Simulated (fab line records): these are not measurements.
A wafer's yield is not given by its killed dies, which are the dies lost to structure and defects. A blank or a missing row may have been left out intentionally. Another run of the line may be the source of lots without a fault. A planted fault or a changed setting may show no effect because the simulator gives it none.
Split-lot experiment | flow n5 finfet | on a route of 1938 steps: 7 lots, 21 wafers read

== THE SPLIT ==
At N5_BEOL_M10_VIA_ETCH_34 (etches SiCOH lowk in C4F6/O2, target depth 184.5 nm, time 69.2 s), the setting time s was moved away from the recipe's 69.2 s on 9 of the 21 wafers read, by -11.4% to +16.8%. For the rest of the wafers, this setting stayed at what the recipe calls for.

The reading comes from the split's own step.

== THE READING ==
etch.depth nm (the simulator's own value, which no gauge read), in nm, at N5_BEOL_M10_VIA_ETCH_34 (etches SiCOH lowk in C4F6/O2, target depth 184.5 nm, time 69.2 s). The file does not state a usual value for it. Across the 12 wafers here that went through the recipe, the average is 183.8 nm and the standard deviation 2.9 nm.

wafer  | tool, chamber at the split | time s as run, s | against the recipe | etch.depth nm, nm | against lot-mates on the recipe
L075.1 | rie diel-02, 0             | 64.94            | -6.2%              | 174.9             | -13.5
L075.2 | rie diel-02, 3             | 69.2             | recipe             | 188.4             | -
L075.3 | rie diel-02, 2             | 64.94            | -6.2%              | 176.5             | -11.9
L076.2 | rie diel-05, 0             | 73.77            | +6.6%              | 200.1             | +19.4
L076.3 | rie diel-05, 1             | 69.2             | recipe             | 180.7             | -
L076.6 | rie diel-05, 3             | 73.77            | +6.6%              | 198.2             | +17.5
L077.1 | rie diel-01, 3             | 69.2             | recipe             | 185.1             | -
L077.5 | rie diel-01, 3             | 76.74            | +10.9%             | 205.4             | +20.3
L077.6 | rie diel-01, 0             | 76.74            | +10.9%             | 198.1             | +13.0
L081.4 | rie diel-02, 2             | 69.2             | recipe             | 182.9             | -
L081.5 | rie diel-02, 2             | 69.2             | recipe             | 186               | -
L081.6 | rie diel-02, 1             | 69.2             | recipe             | 185.9             | -
L080.1 | rie diel-05, 2             | 69.2             | recipe             | 180.5             | -
L080.3 | rie diel-05, 3             | 69.2             | recipe             | 185.7             | -
L080.6 | rie diel-05, 1             | 69.2             | recipe             | 183               | -
L084.1 | rie diel-05, 3             | 69.2             | recipe             | 184.8             | -
L084.5 | rie diel-05, 1             | 61.34            | -11.4%             | 161               | -23.8
L084.6 | rie diel-05, 2             | 61.34            | -11.4%             | 159               | -25.8
L092.2 | rie diel-05, 1             | 69.2             | recipe             | 185.2             | -
L092.3 | rie diel-05, 0             | 80.83            | +16.8%             | 218               | +36.6
L092.4 | rie diel-05, 2             | 69.2             | recipe             | 177.6             | -

FIT RESULTS
A straight line over all 21 wafers: etch.depth nm changes by +1.92 nm for each +1% of time s; r = +0.97; the points scatter about the line by 3.3 nm.
The same after taking each lot's own level away (the mean of its wafers on the recipe; 21 wafers): +2.07 nm for each +1%; r = +0.98; scatter 3.3 nm.
That fit puts the effect of the largest move of time s on the reading at 35 nm.
The span of the lots' own levels, 180.70 to 188.40 nm, comes to 2.7 times the standard deviation stated above.
The two slopes agree, so the slope changes little with the lot-to-lot level.
Check: +33.6 nm against its lot-mates is what the line predicts for one of the wafers moved furthest among these (+16.8%) when that wafer is left out of the fit. It came out at +36.6 nm against them.

== THESE WAFERS: OTHER SPLITS ==
Before the reading, these wafers also passed through other splits. Each is held against what the fit with the lots' levels taken away leaves over:
other split on the same wafers | wafers away from the commonest value | r with etch.depth nm (lot level and that fit taken away)
N5_BEOL_M10_PEB_26 peb time s  | 9                                    | -0.12

== FILE'S OWN FIT ==
etch.depth nm changes by +2.09 nm for each +1% of time s, r = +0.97.
